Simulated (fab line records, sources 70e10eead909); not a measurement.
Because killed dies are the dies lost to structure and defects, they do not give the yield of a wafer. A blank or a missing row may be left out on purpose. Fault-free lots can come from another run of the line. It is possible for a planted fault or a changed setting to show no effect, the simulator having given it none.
8D (eight disciplines) problem report, filled in by code :: flow nandHarc :: the parts of the form that need people (team, actions taken, sign-off) are left out

== 1. WHAT WENT WRONG ==
Wafers without a fault read 29.1 s, standard deviation 2.5; timeToEndpointS at NHARC_A_M0_CMP_23 reads a mean of 15.6 s on 3 wafers belonging to 2 lots. That is -5.4 standard deviations from the usual mean.
The step: polishes, t overpolish 20 s, target thk 113.75 nm.
First seen on wafer L529.4, day 29 18:28, on cmp-01. Wafers with a number at this step in the record: 33, from 11 lots. Rule for "out" (also "out of limits"): further than 4 standard deviations from the usual mean. All remaining wafers that have a number are taken as sound.

== 2. WHAT IT IS, AND WHAT IT ISN'T ==
question: which readings at this step
is: timeToEndpointS
is not: -

question: which lots
is: L529, L531
is not: L513, L515, L516, L517, L519, L520, L521, L522, L526

question: which wafers of those lots
is: L529.4, L529.6, L531.4
is not: L529.3, L531.3, L531.6

question: read on which tools
is: cmp-01, cmp-03
is not: cmp-04

question: when
is: from day 29 18:28
is not: up to then (28 sound wafers); but 2 sound wafers of L531 came after

== 3. WHAT RULES OUT EACH SUSPECT ==
Counting: any tool at a process step up to the reading remains a suspect provided it ran every lot that is out. Sound lots after the first of them don't rule it out here, since some wafers of a struck lot are sound.
- ecdCu-02 at NHARC_A_M0_ECD_22 (material Cu, target thk 400 nm): kept. It ran every lot that is out, first L529 (day 29 17:50); its last sound lot up to then is L515 (day 22 22:18).
After counting, what remains is ecdCu-02 at NHARC_A_M0_ECD_22.

== 4. THE CAUSE (what the simulator had put in) ==
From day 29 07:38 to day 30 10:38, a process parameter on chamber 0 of ecdCu-02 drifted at NHARC_A_M0_ECD_22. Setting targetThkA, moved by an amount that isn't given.
Counting left only this tool.

== 5. THE EFFECT CHAIN, in route order ==
Rows list readings where the struck wafers' mean (over those with a number) sits beyond 3 standard deviations from the usual. Only readings for which the record gives a usual standard deviation are gone through. hours: the time from each lot's start at the first step in this table that gives one to its start at this step, as a median over the lots. sigmas: the change in usual standard deviations.
hours: 0
step: NHARC_A_M0_CMP_23
reading: timeToEndpointS
usual: 29.1 s
on struck wafers: 15.6
change: -13.5
sigmas: -5.4
The process steps in it:
- NHARC_A_M0_CMP_23: polishes, t overpolish 20 s, target thk 113.75 nm.
At these later measuring or inspecting steps, every struck wafer for which the step has a row has a number for every such reading, and none has moved that far: NHARC_END_SORT_01.

== 6. WHAT WOULD HAVE CAUGHT IT SOONER ==
First out-of-limits reading in this record: day 29 18:28, which is 11 hours after fault onset at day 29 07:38.
Among the 2 lots that are out, L531 began NHARC_A_M0_ECD_22 on ecdCu-02 after day 29 18:28. It would have been spared by a hold on the tool at that moment.
